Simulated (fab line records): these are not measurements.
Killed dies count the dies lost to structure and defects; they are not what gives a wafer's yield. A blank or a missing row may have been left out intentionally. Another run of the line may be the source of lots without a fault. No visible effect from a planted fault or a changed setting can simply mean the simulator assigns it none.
Which tool is to blame?	flow n5-finfet	24 lots with 72 wafers sampled at 6 steps, on a route of 1938 steps

## WHAT THE GAUGES READ, wafer by wafer
N5_BEOL_M13_CD_MEAS_28 targets a cd of 209.5 nm.
lot	measured	on	cd-nm (nm)
L075	day 12 10:13	cd-sem-03	209.3 211.2 209.6
L074	day 12 11:16	cd-sem-03	209.8 209.0 207.1
L077	day 12 19:51	cd-sem-01	208.8 208.6 209.8
L078	day 12 19:55	cd-sem-02	209.6 210.7 210.0
L076	day 13 03:49	cd-sem-03	209.5 208.9 208.7
L080	day 13 09:37	cd-sem-03	209.0 209.1 209.1
L079	day 13 10:46	cd-sem-01	210.6 209.3 209.5
L081	day 13 22:55	cd-sem-02	211.6 210.5 210.9
L082	day 14 13:52	cd-sem-02	211.8 211.4 211.1
L083	day 14 21:49	cd-sem-01	208.9 209.5 208.4
L085	day 14 22:07	cd-sem-02	209.3 211.0 211.1
L086	day 14 22:11	cd-sem-01	208.9 207.8 209.7
L084	day 15 16:08	cd-sem-03	210.3 208.6 210.0
L087	day 15 22:22	cd-sem-02	212.5 209.0 211.7
L088	day 16 08:57	cd-sem-03	208.7 210.7 209.0
L091	day 16 12:39	cd-sem-03	209.6 208.9 208.2
L090	day 16 13:35	cd-sem-01	209.6 209.0 208.7
L093	day 16 15:00	cd-sem-01	211.6 210.5 209.6
L089	day 16 15:56	cd-sem-03	209.2 209.1 209.5
L092	day 17 02:09	cd-sem-03	207.3 209.9 209.3
L094	day 17 20:45	cd-sem-03	208.0 208.3 210.0
L096	day 18 03:16	cd-sem-01	209.9 209.8 208.8
L095	day 18 03:35	cd-sem-03	209.8 209.3 208.8
L097	day 18 07:49	cd-sem-03	210.0 208.9 208.5

N5_BEOL_M13_INSPECT_55: inspects for defects (darkfield).
lot	measured	on	raw-defect-count
L075	day 12 16:30	defect-inspect-01	48 48 80
L074	day 12 18:02	defect-inspect-01	81 55 86
L077	day 13 00:07	defect-inspect-01	55 51 43
L078	day 13 01:08	defect-inspect-01	92 70 91
L076	day 13 12:54	defect-inspect-01	77 103 52
L080	day 13 16:28	defect-inspect-02	62 36 65
L079	day 13 19:04	defect-inspect-01	52 83 41
L081	day 14 02:36	defect-inspect-01	70 62 91
L082	day 14 22:56	defect-inspect-01	35 31 62
L083	day 15 01:13	defect-inspect-02	67 51 53
L085	day 15 02:37	defect-inspect-02	43 44 58
L086	day 15 03:01	defect-inspect-02	77 66 89
L084	day 15 18:24	defect-inspect-02	54 52 36
L087	day 16 02:48	defect-inspect-02	61 66 45
L088	day 16 12:41	defect-inspect-01	76 94 71
L091	day 16 15:25	defect-inspect-02	59 28 65
L090	day 17 00:02	defect-inspect-02	103 128 78
L093	day 17 00:44	defect-inspect-02	69 87 62
L089	day 17 02:11	defect-inspect-01	56 65 70
L092	day 17 12:34	defect-inspect-01	100 49 77
L094	day 18 02:11	defect-inspect-01	94 84 71
L096	day 18 10:15	defect-inspect-01	64 72 59
L095	day 18 10:13	defect-inspect-02	60 65 65
L097	day 18 13:05	defect-inspect-02	88 82 67

N5_BEOL_M14_CD_MEAS_10 targets a cd of 250 nm.
lot	measured	on	cd-nm (nm)
L075	day 12 17:09	cd-sem-01	247.5 249.4 248.6
L074	day 12 18:42	cd-sem-01	249.2 250.8 251.0
L077	day 13 00:46	cd-sem-01	250.7 248.2 249.6
L078	day 13 01:40	cd-sem-01	248.9 253.6 250.6
L076	day 13 13:33	cd-sem-01	248.4 248.9 248.8
L080	day 13 17:00	cd-sem-03	252.3 252.5 247.5
L079	day 13 19:37	cd-sem-02	251.3 249.5 249.8
L081	day 14 03:16	cd-sem-02	249.3 249.5 247.3
L082	day 14 23:40	cd-sem-01	252.0 251.4 249.5
L083	day 15 01:49	cd-sem-03	249.7 249.0 249.3
L085	day 15 03:09	cd-sem-02	251.9 253.9 252.4
L086	day 15 03:40	cd-sem-02	250.3 252.3 251.7
L084	day 15 19:04	cd-sem-01	251.1 252.1 249.2
L087	day 16 03:28	cd-sem-03	247.7 247.1 247.9
L088	day 16 13:20	cd-sem-02	249.5 251.8 245.7
L091	day 16 15:58	cd-sem-01	248.4 248.9 251.6
L090	day 17 00:34	cd-sem-03	252.5 251.9 249.5
L093	day 17 01:16	cd-sem-03	248.4 249.1 248.1
L089	day 17 02:50	cd-sem-01	249.2 250.3 249.2
L092	day 17 13:14	cd-sem-02	250.3 252.0 252.8
L094	day 18 02:47	cd-sem-03	249.4 250.9 251.4
L096	day 18 10:55	cd-sem-03	250.9 252.4 248.8
L095	day 18 10:44	cd-sem-02	252.7 251.8 253.1
L097	day 18 13:46	cd-sem-02	252.5 249.9 249.9

## EACH LOT AND THE TOOL THAT RAN IT (in order: tool; ch and the chambers of the sampled wafers; start)
lot	N5_BEOL_M12_DEGAS_41	N5_BEOL_M12_DEP_53	N5_BEOL_M13_SPUTTER_44
L075	pvd-sputter-03, day 12 07:29	pecvd-02 ch 0,1, day 12 08:41	pvd-sputter-02, day 12 15:12
L074	pvd-sputter-03, day 12 08:13	pecvd-01 ch 0,1,2, day 12 09:32	pvd-sputter-03, day 12 15:58
L077	pvd-sputter-03, day 12 16:08	pecvd-01 ch 0,2, day 12 17:58	pvd-sputter-03, day 12 22:58
L078	pvd-sputter-02, day 12 16:08	pecvd-01 ch 0,2, day 12 18:13	pvd-sputter-01, day 12 23:49
L076	pvd-sputter-01, day 13 00:17	pecvd-03 ch 1,2, day 13 01:26	pvd-sputter-03, day 13 08:56
L080	pvd-sputter-01, day 13 05:12	pecvd-03 ch 0,1, day 13 06:52	pvd-sputter-03, day 13 12:44
L079	pvd-sputter-01, day 13 07:38	pecvd-03 ch 0,1,2, day 13 09:14	pvd-sputter-01, day 13 15:58
L081	pvd-sputter-02, day 13 16:35	pecvd-03 ch 1,2, day 13 20:49	pvd-sputter-02, day 14 00:08
L082	pvd-sputter-02, day 14 10:46	pecvd-02 ch 0,1, day 14 12:07	pvd-sputter-02, day 14 21:47
L083	pvd-sputter-02, day 14 18:53	pecvd-03 ch 0,1,2, day 14 20:02	pvd-sputter-01, day 15 00:05
L085	pvd-sputter-01, day 14 18:56	pecvd-02 ch 0,1,2, day 14 20:07	pvd-sputter-01, day 15 01:31
L086	pvd-sputter-03, day 14 18:57	pecvd-01 ch 0,1,2, day 14 20:22	pvd-sputter-01, day 15 01:50
L084	pvd-sputter-03, day 15 13:12	pecvd-03 ch 0,1, day 15 14:21	pvd-sputter-03, day 15 17:17
L087	pvd-sputter-03, day 15 19:38	pecvd-03 ch 0,1,2, day 15 20:48	pvd-sputter-03, day 16 01:11
L088	pvd-sputter-01, day 16 06:16	pecvd-03 ch 0,2, day 16 07:25	pvd-sputter-03, day 16 11:14
L091	pvd-sputter-01, day 16 09:50	pecvd-01 ch 1,2, day 16 10:59	pvd-sputter-03, day 16 14:17
L090	pvd-sputter-03, day 16 10:38	pecvd-01 ch 0,1,2, day 16 11:47	pvd-sputter-01, day 16 22:23
L093	pvd-sputter-01, day 16 11:03	pecvd-01 ch 0,2, day 16 12:21	pvd-sputter-01, day 16 22:52
L089	pvd-sputter-02, day 16 13:07	pecvd-02 ch 0,1, day 16 14:16	pvd-sputter-01, day 16 23:51
L092	pvd-sputter-02, day 16 22:38	pecvd-02 ch 1,2, day 17 00:22	pvd-sputter-01, day 17 10:10
L094	pvd-sputter-01, day 17 16:42	pecvd-03 ch 1,2, day 17 17:55	pvd-sputter-01, day 18 01:05
L096	pvd-sputter-02, day 17 21:20	pecvd-03 ch 1,2, day 17 22:34	pvd-sputter-03, day 18 09:08
L095	pvd-sputter-02, day 17 23:53	pecvd-01 ch 0,2, day 18 01:02	pvd-sputter-01, day 18 09:06
L097	pvd-sputter-03, day 18 02:34	pecvd-03 ch 0,1,2, day 18 04:03	pvd-sputter-03, day 18 11:59
- N5_BEOL_M12_DEGAS_41: time 60 s.
- N5_BEOL_M12_DEP_53: deposits SiCN from 3MS/NH3, target thk 30 nm, time 10.5 s.
- N5_BEOL_M13_SPUTTER_44: material Ta, target thk 10 nm, time 16.13 s.

## WHAT THE TOOLS THEMSELVES READ (means of the sampled wafers that have a number; where no wafer has one, the mark that the record gives instead)
N5_BEOL_M12_DEGAS_41.
lot	tool	heater-power-w (W)	susceptor-temp-C (C)
L075	pvd-sputter-03	344	250.12
L074	pvd-sputter-03	356	250.09
L077	pvd-sputter-03	375	249.78
L078	pvd-sputter-02	350	249.99
L076	pvd-sputter-01	302	249.83
L080	pvd-sputter-01	337	250.07
L079	pvd-sputter-01	318	250.03
L081	pvd-sputter-02	345	250.13
L082	pvd-sputter-02	342	250.31
L083	pvd-sputter-02	392	249.93
L085	pvd-sputter-01	327	249.96
L086	pvd-sputter-03	355	249.92
L084	pvd-sputter-03	330	249.92
L087	pvd-sputter-03	354	250.06
L088	pvd-sputter-01	319	250.06
L091	pvd-sputter-01	337	249.74
L090	pvd-sputter-03	331	250.13
L093	pvd-sputter-01	317	249.97
L089	pvd-sputter-02	341	250.20
L092	pvd-sputter-02	331	249.96
L094	pvd-sputter-01	343	249.94
L096	pvd-sputter-02	339	250.07
L095	pvd-sputter-02	325	250.13
L097	pvd-sputter-03	324	249.88

N5_BEOL_M12_DEP_53.
lot	tool	showerhead-plenum-p-Torr (Torr)	showerhead-vpp-V (V)	throttle-valve-pct (%)
L075	pecvd-02	4.124	1539	19.0
L074	pecvd-01	4.175	1605	18.1
L077	pecvd-01	4.188	1567	17.4
L078	pecvd-01	4.183	1553	18.1
L076	pecvd-03	4.156	1658	17.8
L080	pecvd-03	4.158	1623	18.4
L079	pecvd-03	4.161	1635	18.1
L081	pecvd-03	4.157	1646	18.0
L082	pecvd-02	4.131	1540	19.0
L083	pecvd-03	4.161	1615	18.1
L085	pecvd-02	4.142	1489	18.8
L086	pecvd-01	4.187	1610	18.3
L084	pecvd-03	4.164	1604	18.5
L087	pecvd-03	4.158	1635	18.0
L088	pecvd-03	4.151	1632	18.1
L091	pecvd-01	4.185	1618	17.5
L090	pecvd-01	4.186	1606	18.2
L093	pecvd-01	4.189	1565	17.7
L089	pecvd-02	4.137	1552	19.0
L092	pecvd-02	4.151	1444	18.4
L094	pecvd-03	4.149	1648	17.9
L096	pecvd-03	4.159	1643	18.0
L095	pecvd-01	4.182	1539	18.2
L097	pecvd-03	4.152	1648	18.2

N5_BEOL_M13_SPUTTER_44.
lot	tool	substrate-temp-c (C)	susceptor-temp-C (C)	throttle-valve-pct (%)
L075	pvd-sputter-02	50.05	50.04	29.8
L074	pvd-sputter-03	49.90	50.09	30.0
L077	pvd-sputter-03	50.03	49.88	30.9
L078	pvd-sputter-01	49.98	50.01	29.6
L076	pvd-sputter-03	50.08	49.95	31.0
L080	pvd-sputter-03	49.97	49.98	30.8
L079	pvd-sputter-01	50.06	50.01	28.9
L081	pvd-sputter-02	49.98	49.95	30.4
L082	pvd-sputter-02	49.96	50.13	30.9
L083	pvd-sputter-01	50.09	49.99	29.5
L085	pvd-sputter-01	50.00	49.94	29.6
L086	pvd-sputter-01	50.09	49.95	29.4
L084	pvd-sputter-03	49.95	49.99	30.1
L087	pvd-sputter-03	49.90	49.98	30.6
L088	pvd-sputter-03	49.92	49.89	30.5
L091	pvd-sputter-03	49.84	49.99	30.6
L090	pvd-sputter-01	50.00	50.00	30.3
L093	pvd-sputter-01	50.04	50.06	30.4
L089	pvd-sputter-01	49.98	50.02	30.2
L092	pvd-sputter-01	50.02	50.06	30.2
L094	pvd-sputter-01	50.02	50.03	30.4
L096	pvd-sputter-03	49.92	50.01	30.7
L095	pvd-sputter-01	49.94	49.97	29.7
L097	pvd-sputter-03	50.00	50.06	31.1

## THE ANSWER, worked out from the rows above alone
Rule: the lots themselves supply what counts as usual. The widest of any qualifying gaps counts: lots, ordered by their means at a reading, are off when they make up no more than a third of the lots, leave a main group of 4 or more, and stand apart from it by 3 or more times the standard deviation of that group's means. The tables above print the reading to a certain number of digits; a main group whose means all agree to those digits is not used. A lot without any number at a reading at which 4 lots or more have one is off too. All remaining lots with rows at the step are treated as sound. First the gauges in route order, then the tools' own readings, where a lot's mean is used as printed above. The first step at which some lot is off is used, and at that step the reading that is off furthest; a lot without a number counts as furthest.
No lot is off on any of the readings shown, so nothing can be concluded from this.

## WHAT WAS PUT IN BY THE SIMULATOR
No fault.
